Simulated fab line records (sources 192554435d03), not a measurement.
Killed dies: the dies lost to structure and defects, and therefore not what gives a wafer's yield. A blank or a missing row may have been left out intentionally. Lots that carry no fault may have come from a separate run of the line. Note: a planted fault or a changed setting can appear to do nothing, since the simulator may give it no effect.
Matching of chambers + flow n5-finfet + rie-si-05 running N5_BEOL_M0_SAQP_MANDREL1_REMOVE_100: 4 sister chambers
The step chemistry HBr/Cl2/O2, target a-Si, stops on SiNx, bt time 10 s. 4 wafers are shown with their chamber, then 10 later ones without.

WAFERS, EACH WITH ITS CHAMBER
| wafer  | chamber | throttle-valve-pct (%) |
|--------|---------|------------------------|
| L087.3 | 1       | 36.78                  |
| L086.5 | 2       | 36.39                  |
| L089.3 | 0       | 36.69                  |
| L089.5 | 3       | 36.86                  |

WAFERS MISSING THEIR CHAMBER
| wafer  | throttle-valve-pct (%) |
|--------|------------------------|
| L089.6 | 36.68                  |
| L091.2 | 36.87                  |
| L091.3 | 36.68                  |
| L091.4 | 36.76                  |
| L092.2 | 36.77                  |
| L092.5 | 36.68                  |
| L092.6 | 36.86                  |
| L095.1 | 36.68                  |
| L095.4 | 36.40                  |
| L095.6 | 36.39                  |

THE CHAMBER EACH PASSED THROUGH
| wafer  | from the rows above | in truth |
|--------|---------------------|----------|
| L089.6 | 0                   | 0        |
| L091.2 | 3                   | 3        |
| L091.3 | 0                   | 0        |
| L091.4 | 1                   | 1        |
| L092.2 | 1                   | 1        |
| L092.5 | 0                   | 0        |
| L092.6 | 3                   | 3        |
| L095.1 | 0                   | 0        |
| L095.4 | 2                   | 2        |
| L095.6 | 2                   | 2        |
Correctly placed: 10 of 10. From these rows, 0 cannot be placed. Number placed wrongly: 0.
How it was worked out, from the rows above alone: a wafer's distance from a chamber is the root of the sum, over the readings, of the square of ((its reading less the chamber's mean) divided by the reading's scatter). If the next closest chamber is less than 2 further off than the closest, the wafer can't be placed; otherwise it belongs to the closest. A chamber's mean is the mean of its shown wafers. The scatter (one wafer shown for each chamber): square how far every hidden wafer sits from the nearest shown wafer, average those squares and take the square root.
